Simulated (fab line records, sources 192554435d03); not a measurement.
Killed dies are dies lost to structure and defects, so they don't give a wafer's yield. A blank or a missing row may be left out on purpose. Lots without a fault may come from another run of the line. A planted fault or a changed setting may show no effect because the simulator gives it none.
Problem report in the 8D (eight disciplines) form, filled by code | flow n5_finfet | the parts of the form that need people (team, actions taken, sign-off) are left out

1. THE PROBLEM
spin_speed_rpm at N5_BEOL_M15_COAT_60 reads a mean of 1658.9 rpm on 6 wafers of 2 lots; wafers without a fault read 1500.0 rpm with a standard deviation of 0.98. That is +99 or more standard deviations from the usual mean.
The step: time 60 s, resist thk 89 nm.
First seen on wafer L508.2, day 16 05:12, on litho_track-03. The record holds 18 wafers of 6 lots with a number at this step. Rule for "out", or "out of limits": more than 4 standard deviations from the usual mean. The other wafers with a number count as sound.

2. WHAT IT IS AND WHAT IT IS NOT
question                    | is                     | is not
which readings at this step | spin_speed_rpm         | resist_line_temp_C
which lots                  | L508, L511             | L494, L499, L512, L515
which wafers of those lots  | all that have a number | -
read on which tools         | litho_track-03         | litho_track-01, litho_track-02
when                        | from day 16 05:12      | up to then (6 sound wafers); but 6 sound wafers of L512, L515 came after

3. SUSPECTS, AND WHAT RULES EACH OUT
Counting: a tool at a process step up to the reading stays a suspect if it ran every lot that is out and no sound lot after the first of them.
- litho_track-03 at N5_BEOL_M15_COAT_60 (time 60 s, resist thk 89 nm): kept. It ran every lot that is out, first L508 (day 16 05:12), and no sound lot after that; its last sound lot up to then is L494 (day 12 12:53). Its own readings are out on those wafers: spin_speed_rpm.
Left after counting: litho_track-03 at N5_BEOL_M15_COAT_60.

4. THE CAUSE (what the simulator had put in)
Process parameter drift: litho_track-03, from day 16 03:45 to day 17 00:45, at N5_BEOL_M15_COAT_60. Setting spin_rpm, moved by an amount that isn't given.
Counting left only this tool.

5. THE CHAIN OF EFFECTS, in route order
Each row: a reading whose mean over the struck wafers that have a number lies more than 3 standard deviations from the usual. Only readings for which the record gives a usual standard deviation are gone through. hours: the time from each lot's start at the first step in this table that gives one to its start at this step, as a median over the lots. sigmas: the change in usual standard deviations.
hours | step                | reading        | usual      | on struck wafers | change | sigmas
0     | N5_BEOL_M15_COAT_60 | spin_speed_rpm | 1500.0 rpm | 1658.9           | +158.9 | +99 or more
The process steps in it:
- N5_BEOL_M15_COAT_60: time 60 s, resist thk 89 nm.
Later measuring or inspecting steps at which every struck wafer that the step has a row for has a number for every such reading, and none has moved that far: N5_BEOL_M15_CD_MEAS_28, N5_BEOL_M15_OVL_MEAS_29, N5_BEOL_M15_INSPECT_30.

6. WHAT WOULD HAVE CAUGHT IT SOONER
In this record the first reading out of limits was taken at day 16 05:12, 1 hour after the fault began at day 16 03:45.
